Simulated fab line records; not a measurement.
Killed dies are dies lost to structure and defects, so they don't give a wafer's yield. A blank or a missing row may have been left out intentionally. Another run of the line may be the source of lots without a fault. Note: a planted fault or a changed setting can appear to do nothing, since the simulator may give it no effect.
Matching of chambers    flow nand-harc    NHARC_A_STAIRCASE_ETCHBACK_422 on rie-diel-04: 4 sister chambers
The step etches the open film in CH3F/O2, target depth 40 nm, time 74.286 s. 8 wafers are shown with their chamber, then 12 later ones without.

## EACH WAFER AND ITS CHAMBER
wafer   chamber  showerhead-plenum-p-Torr (Torr)  drypump-motor-current-A (A)
L083.2  3        2.59                             6.1
L082.5  0        2.40                             5.3
L087.2  2        2.63                             6.3
L089.3  2        2.63                             6.3
L089.5  1        2.63                             6.0
L091.1  1        2.63                             6.0
L091.4  3        2.58                             6.1
L091.6  0        2.39                             5.4

## WAFERS WITH NO CHAMBER GIVEN
wafer   showerhead-plenum-p-Torr (Torr)  drypump-motor-current-A (A)
L093.2  2.58                             6.1
L093.3  2.62                             6.1
L093.4  2.62                             6.3
L092.3  2.62                             6.3
L092.4  2.62                             6.0
L092.5  2.62                             6.0
L094.4  2.57                             6.1
L094.5  2.62                             6.3
L094.6  2.57                             6.1
L095.2  2.57                             6.1
L095.4  2.38                             5.3
L095.5  2.57                             6.1

## WHICH CHAMBER EACH ONE RAN IN
wafer   from the rows above  in truth
L093.2  3                    3
L093.3  1                    1
L093.4  2                    2
L092.3  2                    2
L092.4  1                    1
L092.5  1                    1
L094.4  3                    3
L094.5  2                    2
L094.6  3                    3
L095.2  3                    3
L095.4  0                    0
L095.5  3                    3
12 of 12 placed correctly. Left unplaced by these rows: 0. Number placed wrongly: 0.
How it was worked out, from the rows above alone: a wafer's distance from a chamber is the root of the sum, over the readings, of the square of ((its reading less the chamber's mean) divided by the reading's scatter). If the next closest chamber is less than 2 further off than the closest, the wafer can't be placed; otherwise it belongs to the closest. The mean given for a chamber averages the wafers shown for that chamber. The scatter: take each reading less its chamber's mean, square it, sum over the shown wafers, divide by the number of wafers less the number of chambers, and take the root.
